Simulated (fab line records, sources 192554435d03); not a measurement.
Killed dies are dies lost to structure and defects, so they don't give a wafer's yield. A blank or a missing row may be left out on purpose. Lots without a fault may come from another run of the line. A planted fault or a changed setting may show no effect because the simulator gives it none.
fab line records | flow n5_finfet
record lots=7 wafers=18 last_day=18
route steps=1938 shown BEOL_M8@1386 PASSIVATION@1936
lots that met no fault: from a run of the same line without faults
start_h: hours from the record's first day to the start of the lot's first wafer shown | wait_h: hours since the lot's step before | " the same as in the row above | L1.1+2: a row that stands for several wafers | - no value, or no start given | * or withheld: withheld | < > ~ a bound
route shown NAME@n: a module of which the file shows steps, and the number in the route of the first | usual: mean/standard deviation of fault-free wafers | same: alike in all rows | chamber/n: place in a boat | sites: the reading at each site | _std_site: their standard deviation | _edge_site: outer sites' mean less inner sites' | radius_mm: how far each site lies from the wafer's centre | mask NAME#n: copy n | behind: the tool/chamber that last shaped the wafer | hold: why the lot was held/for how many hours/how that ended | device: the transistor (n, p or np) that didn't switch | end of line: the same wafers' tests at the end of the route | a step without rows: its recipe alone | killed: dies lost to structure and defects at the first sort, not the wafer's yield | map: a wafer's dies, x killed, . not, _ none there
set.NAME: the setting as run; set.NAME@STEP: as run at that earlier step | model.NAME: the simulator's own value behind a step, which no gauge read
lots at some steps of the route; a table a step, a row a wafer
services: from which hour (start_h, from the record's first day; less than 0 if before it) a tool's chamber was out of use, for how many hours, and why
## steps
# step N5_BEOL_M8_CURE_75
# recipe temp_c=370 time_s=120 ambient=DMADMS/He material=SiCOH_lowk
# usual lamp_power_pct=52.31/0.056 wafer_temp_C_max=371.7/0.42
# columns lot.wafer tool chamber start_h wait_h lamp_power_pct wafer_temp_C_max
L563.1 uv_cure-03 0 219.73 0.2 52.29 372.4
L563.3 " 0 " " 52.19 371.7
L563.5 " 0 " " 52.38 372.5
L572.1 uv_cure-01 0 258.09 0.0 52.34 371.8
L572.4 " 0 " " 52.26 372.4
L572.5 " 0 " " 52.29 371.3
L573.1 uv_cure-02 1 281.39 0.0 52.27 371.5
L573.2 " 1 " " 52.30 370.7
L573.4 " 1 " " 52.45 371.3
L578.2 uv_cure-02 1 304.85 0.3 52.32 371.4
L578.3 " 1 " " 52.35 371.1
L583.2 uv_cure-01 2 340.46 0.1 52.38 371.4
L583.4 " 2 " " 52.32 371.4
L585.1 uv_cure-01 2 341.92 0.0 52.36 371.0
L585.3 " 2 " " 52.37 371.6
L585.6 " 2 " " 52.44 371.6
L584.2 uv_cure-03 1 347.19 0.1 52.42 371.2
L584.6 " 1 " " 52.22 371.7
# step N5_BEOL_M8_DEGAS_44
# recipe ambient=vacuum temp_c=250 time_s=60
# usual heater_power_w=319/28
# columns lot.wafer tool chamber start_h wait_h heater_power_w
L563.1 pvd_sputter-01 - 220.13 0.4 344
L563.3 " - " " 343
L563.5 " - " " 346
L572.1 pvd_sputter-03 - 258.61 0.5 295
L572.4 " - " " 281
L572.5 " - " " 301
L573.1 pvd_sputter-01 - 282.46 1.0 343
L573.2 " - " " 357
L573.4 " - " " 342
L578.2 pvd_sputter-02 - 306.54 1.6 282
L578.3 " - " " 340
L583.2 pvd_sputter-01 - 341.11 0.6 353
L583.4 " - " " 359
L585.1 pvd_sputter-02 - 343.02 1.1 277
L585.3 " - " " 320
L585.6 " - " " 282
L584.2 pvd_sputter-03 - 347.55 0.3 299
L584.6 " - " " 294
# step N5_BEOL_M8_PRE_CLEAN_45
# recipe gas=H2/He time_s=30 temp_c=250
# step N5_BEOL_M8_ALD_77
# recipe material=TaN target_thk_a=20 temp_c=275 ald_precursor_family=PDMAT ald_co_reactant=NH3 pressure_torr=3 carrier_flow_sccm=1500 pulse_time_s=2 purge_time_s=3 co_reactant_purge_time_s=2 co_reactant_pulse_time_s=3 ald_cycles=40 precursor_vessel_temp_c=75 precursor_vessel_pressure_torr=26.25 precursor_vessel_carrier_sccm=1000
# step N5_BEOL_M8_SURFACE_TREAT_79
# recipe gas=Ar time_s=* ion_energy_ev=* ion_current_ma_cm2=0.5 pressure_mtorr=* ar_flow_sccm=30
# usual throttle_valve_pct=*
# columns lot.wafer tool chamber start_h wait_h throttle_valve_pct
L563.1 pvd_sputter-01 - 220.61 0.2 *
L563.3 " - " " *
L563.5 " - " " *
L572.1 pvd_sputter-02 - 260.30 1.4 *
L572.4 " - " " *
L572.5 " - " " *
L573.1 pvd_sputter-01 - 282.90 0.2 *
L573.2 " - " " *
L573.4 " - " " *
L578.2 pvd_sputter-02 - 307.02 0.2 *
L578.3 " - " " *
L583.2 pvd_sputter-01 - 341.57 0.2 *
L583.4 " - " " *
L585.1 pvd_sputter-02 - 343.46 0.2 *
L585.3 " - " " *
L585.6 " - " " *
L584.2 pvd_sputter-03 - 348.05 0.2 *
L584.6 " - " " *
# step N5_BEOL_M8_CVD_78
# recipe material=Co target_thk_a=20 temp_c=withheld precursor=CCTBA/H2 pressure_torr=30 time_s=142.3
# step N5_BEOL_M8_SPUTTER_48
# recipe material=Cu target_thk_a=100 temp_c=-20 bias_v=60 power_w=26000 chamber_pressure_pa=0.13 time_s=1.667
# step N5_BEOL_M8_ECD_50
# recipe material=Cu target_thk_a=3000
# step N5_BEOL_M8_ANNEAL_51
# recipe temp_c=225 time_s=90 ambient=N2
# usual wafer_temp_C_max=225.60/0.2
# columns lot.wafer tool chamber start_h wait_h wafer_temp_C_max
L563.1 rtp_anneal-02 0 221.06 0.1 225.92
L563.3 " 0 " " 225.61
L563.5 " 0 " " 225.80
L572.1 rtp_anneal-01 0 260.76 0.1 225.51
L572.4 " 0 " " 225.57
L572.5 " 0 " " 225.25
L573.1 rtp_anneal-02 0 283.55 0.1 225.42
L573.2 " 0 " " 225.35
L573.4 " 0 " " 225.23
L578.2 rtp_anneal-01 0 307.94 0.3 225.93
L578.3 " 0 " " 225.84
L583.2 rtp_anneal-02 0 342.54 0.2 225.81
L583.4 " 0 " " 225.43
L585.1 rtp_anneal-02 0 343.95 0.1 225.77
L585.3 " 0 " " 225.45
L585.6 " 0 " " 225.65
L584.2 rtp_anneal-01 0 348.80 0.4 225.68
L584.6 " 0 " " 226.00
# step N5_BEOL_M8_CMP_52
# recipe stop_on=SiCOH_lowk t_overpolish_s=6.9 down_force_psi=1 platen_rpm=50 clearing_platen_down_force_psi=1.5 clearing_platen_rpm=50 post_cmp_clean=cu_alkaline target_thk_nm=80 clearing_platen_pad_velocity_m_s=0.99484 pad_velocity_m_s=0.99484
# usual barrier_field_endpoint_s=28.8/0.67 motor_current_A=6.1/0.54 overpolish_run_s=6.899/0.0087 platen_rpm=50.00/0.036 time_to_endpoint_s=61.8/2.9
# columns lot.wafer tool chamber start_h wait_h barrier_field_endpoint_s motor_current_A overpolish_run_s platen_rpm time_to_endpoint_s
L563.3 cmp-04 0 221.38 0.2 28.9 5.7 6.907 50.01 61.2
L563.1 " 3 " " 27.7 6.8 6.903 49.97 60.7
L563.5 " 0 " " 27.9 5.6 6.892 49.98 59.4
L572.4 cmp-03 2 261.13 0.2 28.5 7.1 6.907 49.97 59.7
L572.1 " 3 " " 28.9 5.5 6.910 50.02 66.1
L572.5 " 1 " " 27.8 6.9 6.892 50.00 60.1
L573.1 cmp-03 1 283.89 0.3 28.3 6.9 6.887 49.99 62.7
L573.4 " 2 " " 28.5 6.7 6.909 50.05 62.1
L573.2 " 3 " " 28.5 5.3 6.901 49.95 64.2
L578.3 cmp-04 0 308.23 0.2 28.3 5.5 6.893 49.95 61.2
L578.2 " 1 " " 28.5 6.8 6.888 49.97 59.9
L583.4 cmp-03 0 342.79 0.1 29.0 6.1 6.897 50.05 57.6
L583.2 " 1 " " 29.2 6.6 6.898 50.02 62.9
L585.1 cmp-03 2 344.28 0.3 28.8 7.1 6.906 49.99 67.6
L585.3 " 0 " " 28.5 6.7 6.900 49.97 60.8
L585.6 " 1 " " 29.0 6.6 6.880 50.04 64.3
L584.2 cmp-01 3 349.16 0.3 29.1 5.8 6.899 50.01 67.0
L584.6 " 1 " " 29.1 6.1 6.906 50.03 67.2
# step N5_BEOL_M8_THK_MEAS_53
# recipe thk_meas_gauge=xrf reads=Cu_of_BEOL_M8_ECD_50
# usual M8_THK=80.0/1.7
# columns lot.wafer tool chamber start_h wait_h M8_THK[nm]
L563.1 film_metro-01 - 221.67 - 78.4
L563.3 " - " " 79.4
L563.5 " - " " 80.5
L572.1 film_metro-02 - 261.35 - 81.4
L572.4 " - " " 77.7
L572.5 " - " " 76.7
L573.1 film_metro-01 - 284.14 - 80.0
L573.2 " - " " 79.0
L573.4 " - " " 76.7
L578.2 film_metro-01 - 308.48 - 80.2
L578.3 " - " " 80.7
L583.2 film_metro-01 - 343.08 - 82.4
L583.4 " - " " 77.9
L585.1 film_metro-02 - 344.54 - 79.9
L585.3 " - " " 77.5
L585.6 " - " " 82.2
L584.2 film_metro-02 - 349.34 - 77.0
L584.6 " - " " 79.0
# step N5_BEOL_M8_PRE_CLEAN_55
# recipe gas=NH3 time_s=15 temp_c=withheld rf_power_w=300
# step N5_BEOL_M8_DEP_56
# recipe material=SiCN target_thk_a=100 temp_c=withheld precursor=3MS/NH3 pressure_torr=3 rf_w=202 time_s=17.5
# usual showerhead_plenum_p_Torr=3.660/0.0089 throttle_valve_pct=8.9/0.39
# columns lot.wafer tool chamber start_h wait_h showerhead_plenum_p_Torr throttle_valve_pct model.SiCN_of_BEOL_M8_DEP_56.thk_nm
L563.1 pecvd-01 0 221.73 0.0 3.666 9.4 9.8
L563.3 " 2 " " 3.655 8.5 9.6
L563.5 " 0 " " 3.671 9.2 10
L572.1 pecvd-03 2 261.41 0.0 3.660 8.7 10.2
L572.4 " 1 " " 3.666 8.8 10.4
L572.5 " 2 " " 3.669 8.2 10.6
L573.1 pecvd-03 1 284.21 0.0 3.662 8.9 10
L573.2 " 0 " " 3.645 9.4 10
L573.4 " 0 " " 3.653 9.3 10.2
L578.2 pecvd-03 1 308.55 0.0 3.676 8.9 6.8
L578.3 " 0 " " 3.662 9.3 10
L583.2 pecvd-03 1 343.14 0.0 3.673 8.9 6.6
L583.4 " 0 " " 3.644 9.6 6.4
L585.1 pecvd-01 0 344.60 0.0 3.682 9.5 10
L585.3 " 1 " " 3.640 9.5 10
L585.6 " 0 " " 3.669 9.3 10.2
L584.2 pecvd-03 2 349.50 0.1 3.663 8.8 6.6
L584.6 " 2 " " 3.664 8.4 10.2
# step N5_BEOL_M8_RS_MEAS_57
# recipe thk_meas_gauge=four-point-probe reads=Cu_of_BEOL_M8_ECD_50+Co_of_BEOL_M8_CVD_78+TaN_of_BEOL_M8_ALD_77
# usual M8_RS=0.287/0.0073
# columns lot.wafer tool chamber start_h wait_h M8_RS[ohm/sq]
L563.1 film_metro-01 - 221.80 0.1 0.293
L563.3 " - " " 0.289
L563.5 " - " " 0.284
L572.1 film_metro-01 - 261.48 0.1 0.280
L572.4 " - " " 0.297
L572.5 " - " " 0.302
L573.1 film_metro-01 - 284.28 0.1 0.286
L573.2 " - " " 0.289
L573.4 " - " " 0.299
L578.2 film_metro-02 - 308.62 0.1 0.290
L578.3 " - " " 0.286
L583.2 film_metro-01 - 343.21 0.1 0.275
L583.4 " - " " 0.296
L585.1 film_metro-01 - 344.67 0.1 0.287
L585.3 " - " " 0.296
L585.6 " - " " 0.276
L584.2 film_metro-01 - 349.62 0.1 0.295
L584.6 " - " " 0.286
# step N5_PASSIVATION_PROBE_49
# usual defect_limited_yield=91.2/1.3 killed_at_M0_to_M3=34/10 killed_at_M4_up=13/4.6 killed_at_contacts=13/5.5 killed_at_front_end=41/12 killed_at_other=2.8/2.4 killed_dies=104/16 killed_open=67/12 killed_short=33/7.2 sort_bin_4_leakage=0.00/0.012 sort_bin_5_function=5.1/0.86 sort_bin_6_memory=3.3/0.62 sort_n_pass=1076/16 sort_yield_pct=91.2/1.3
# same gross_dies=1180 killed_at_back_side=0 sort_bin_8_speed[%]=0
# columns lot.wafer tool chamber start_h wait_h defect_limited_yield[%] killed_at_M0_to_M3 killed_at_M4_up killed_at_contacts killed_at_front_end killed_at_other killed_dies killed_open killed_short sort_bin_4_leakage[%] sort_bin_5_function[%] sort_bin_6_memory[%] sort_n_pass sort_yield_pct[%]
L563.1 prober-02 - 293.92 0.0 92.5 25 11 6 43 4 89 62 26 0 4.7 2.8 1091 92.5
L563.3 prober-02 - 294.02 0.1 91.4 32 11 12 41 5 101 66 34 0 4.2 4.2 1079 91.4
L563.5 prober-02 - 294.12 0.2 90.8 14 11 16 66 2 109 82 25 0 5.9 3.2 1071 90.8
L578.2 prober-02 - 376.33 0.1 91.9 32 17 10 37 0 96 63 29 0 4.5 3.3 1084 91.9
L578.3 prober-02 - 376.38 0.1 91.7 50 10 10 28 0 98 53 43 0 4.9 3.1 1082 91.7
L583.2 prober-02 - 402.16 0.1 91.8 38 12 8 36 3 97 52 37 0 4.9 2.9 1083 91.8
L583.4 prober-02 - 402.26 0.2 90.4 41 6 17 45 4 113 75 33 0 4.7 4.7 1067 90.4
L584.2 prober-02 - 419.89 0.1 91.3 34 12 14 42 1 103 63 34 0 4.9 3.4 1077 91.3
L584.6 prober-02 - 420.09 0.3 91.6 29 11 6 53 0 99 64 30 0 5.6 2.7 1081 91.6
# killed by level:class
L563.1 FIN_SAQP:geometric_particle:open=22 BEOL_M0_SAQP:geometric_particle:open=9 FIN_SAQP:geometric_particle:short=7 MOL_CONTACT_COAG:geometric_particle:open=6 BEOL_M5:geometric_particle:open=6 BEOL_M1:geometric_particle:short=4 BEOL_M3:geometric_particle:open=4 BEOL_M2:geometric_particle:open=3
L563.3 MOL_CONTACT_COAG:geometric_particle:open=10 FIN_SAQP:geometric_particle:open=9 BEOL_M3:geometric_particle:open=7 FIN_SAQP:geometric_particle:short=6 BEOL_M0_SAQP:geometric_particle:open=6 BEOL_M2:geometric_particle:open=5 STARTING-WAFER:geometric_particle:open=4 STI_FIN_REVEAL:geometric_particle:open=4
L563.5 FIN_SAQP:geometric_particle:open=28 MOL_CONTACT_COAG:geometric_particle:open=15 FIN_SAQP:geometric_particle:short=11 BEOL_M4:geometric_particle:open=8 DUMMY_GATE:geometric_particle:open=7 GATE_CUT:geometric_particle:short=4 GATE_CUT:geometric_particle:open=4 STARTING-WAFER:geometric_particle:open=3
L578.2 MOL_CONTACT_COAG:geometric_particle:open=8 BEOL_M4:geometric_particle:open=8 DUMMY_GATE:geometric_particle:open=7 BEOL_M0_SAQP:geometric_particle:short=7 FIN_SAQP:geometric_particle:open=6 STI_FIN_REVEAL:geometric_particle:open=6 GATE_CUT:geometric_particle:short=6 BEOL_M0_SAQP:geometric_particle:open=6
L578.3 BEOL_M0_SAQP:geometric_particle:short=15 BEOL_M0_SAQP:geometric_particle:open=14 MOL_CONTACT_COAG:geometric_particle:open=7 BEOL_M3:geometric_particle:short=7 FIN_SAQP:geometric_particle:open=6 FIN_SAQP:geometric_particle:short=5 STI_FIN_REVEAL:geometric_particle:open=5 BEOL_M5:geometric_particle:open=4
L583.2 BEOL_M0_SAQP:geometric_particle:short=9 FIN_SAQP:geometric_particle:open=8 FIN_SAQP:geometric_particle:short=8 BEOL_M2:geometric_particle:open=7 MOL_CONTACT_COAG:geometric_particle:open=6 BEOL_M0_SAQP:geometric_particle:open=6 ILD0:geometric_particle:short=5 BEOL_M1:geometric_particle:open=4
L583.4 FIN_SAQP:geometric_particle:open=21 MOL_CONTACT_COAG:geometric_particle:open=14 BEOL_M0_SAQP:geometric_particle:short=9 FIN_SAQP:geometric_particle:short=7 STI_FIN_REVEAL:geometric_particle:open=7 BEOL_M0_SAQP:geometric_particle:open=6 BEOL_M2:geometric_particle:open=6 BEOL_M3:geometric_particle:open=5
L584.2 MOL_CONTACT_COAG:geometric_particle:open=11 BEOL_M3:geometric_particle:open=8 FIN_SAQP:geometric_particle:open=7 FIN_SAQP:geometric_particle:short=6 STI_FIN_REVEAL:geometric_particle:open=6 GATE_CUT:geometric_particle:short=5 GATE_CUT:geometric_particle:open=4 BEOL_M0:geometric_particle:open=4
L584.6 FIN_SAQP:geometric_particle:open=19 FIN_SAQP:geometric_particle:short=11 BEOL_M1:geometric_particle:open=6 STI_FIN_REVEAL:geometric_particle:open=5 BEOL_M0_SAQP:geometric_particle:open=4 GATE_CUT:geometric_particle:open=4 GATE_CUT:geometric_particle:short=4 MOL_CONTACT_COAG:geometric_particle:open=4
## services
# columns tool chamber start_h hours kind
cmp-04 - 199.30 4.0 pm
cmp-04 - 203.30 - consumable_replace:conditioner
cmp-04 - 203.30 - consumable_replace:pad
cmp-01 - 207.51 4.9 pm
uv_cure-02 - 208.82 53.7 repair
cmp-03 - 211.58 1.2 repair
cmp-01 - 221.30 2.3 repair
pecvd-03 0 221.79 5.5 scheduled_down
cmp-04 - 239.55 1.1 repair
uv_cure-02 - 262.56 5.0 pm
pecvd-01 - 266.59 2.8 pm
cmp-01 - 268.13 1.9 repair
cmp-04 - 270.86 6.2 pm
cmp-01 - 289.09 4.0 pm
uv_cure-03 - 289.73 2.1 pm
cmp-01 - 293.09 - consumable_replace:conditioner
cmp-03 - 296.21 4.0 pm
cmp-03 - 300.21 - consumable_replace:conditioner
cmp-03 - 300.21 - consumable_replace:pad
uv_cure-01 - 304.10 7.5 pm
cmp-03 - 316.56 0.2 repair
uv_cure-02 - 322.80 7.5 pm
uv_cure-02 - 333.77 3.1 repair
pecvd-03 0 344.56 12.3 repair
## key
first_sign none at tools or gauges
model_effect step=N5_BEOL_M8_DEP_56 value=SiCN_of_BEOL_M8_DEP_56.thk_nm without=10.15 struck=6.6
met_at N5_BEOL_M8_DEP_56
struck_wafers L578.2,L583.2,L583.4,L584.2
onset_between 284.21 308.55
fault kind=process_parameter_drift tool=pecvd-03 chamber=- onset_h=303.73 steps=N5_BEOL_M8_DEP_56 channel=time_s offset=* shape=step end_h=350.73 scope=struck_wafers_only acts_in=* stated=*
